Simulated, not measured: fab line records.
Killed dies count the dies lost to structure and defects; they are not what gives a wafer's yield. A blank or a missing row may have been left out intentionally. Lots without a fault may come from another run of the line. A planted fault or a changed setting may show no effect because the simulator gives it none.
Matching of chambers | flow nandHarc | NHARC_P_M1_PRE_CLEAN_32 on pecvd-02: 3 sister chambers
The step time 12 s. 3 wafers are shown with their chamber, then 12 later ones without.

== EACH WAFER AND ITS CHAMBER ==
wafer  | chamber | heaterPowerW (W)
L083.2 | 2       | 516
L086.4 | 0       | 621
L086.5 | 1       | 703

== WAFERS MISSING THEIR CHAMBER ==
wafer  | heaterPowerW (W)
L087.1 | 545
L087.2 | 631
L087.6 | 669
L090.1 | 490
L090.5 | 488
L090.6 | 572
L091.1 | 569
L091.4 | 625
L091.5 | 568
L093.2 | 581
L093.3 | 701
L093.6 | 688

== WHICH CHAMBER EACH WENT THROUGH ==
wafer  | from the rows above     | in truth
L087.1 | can't be placed: 2 or 0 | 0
L087.2 | can't be placed: 0 or 1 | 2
L087.6 | can't be placed: 1 or 0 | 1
L090.1 | 2                       | 2
L090.5 | 2                       | 2
L090.6 | can't be placed: 0 or 2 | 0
L091.1 | can't be placed: 0 or 2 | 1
L091.4 | 0                       | 0
L091.5 | can't be placed: 2 or 0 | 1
L093.2 | can't be placed: 0 or 2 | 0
L093.3 | 1                       | 1
L093.6 | can't be placed: 1 or 0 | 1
4 of 12 placed correctly. These rows do not allow placing 8 (true chamber among the candidates in 5). Number placed wrongly: 0.
How it was worked out, from the rows above alone: a wafer's distance from a chamber is the root of the sum, over the readings, of the square of ((its reading less the chamber's mean) divided by the reading's scatter). If the next closest chamber is less than 2 further off than the closest, the wafer can't be placed; otherwise it belongs to the closest. Each chamber's mean is taken over the wafers shown for it. The scatter: with one shown wafer a chamber, the root of the mean of the squares of how far each hidden wafer lies from its nearest shown one.
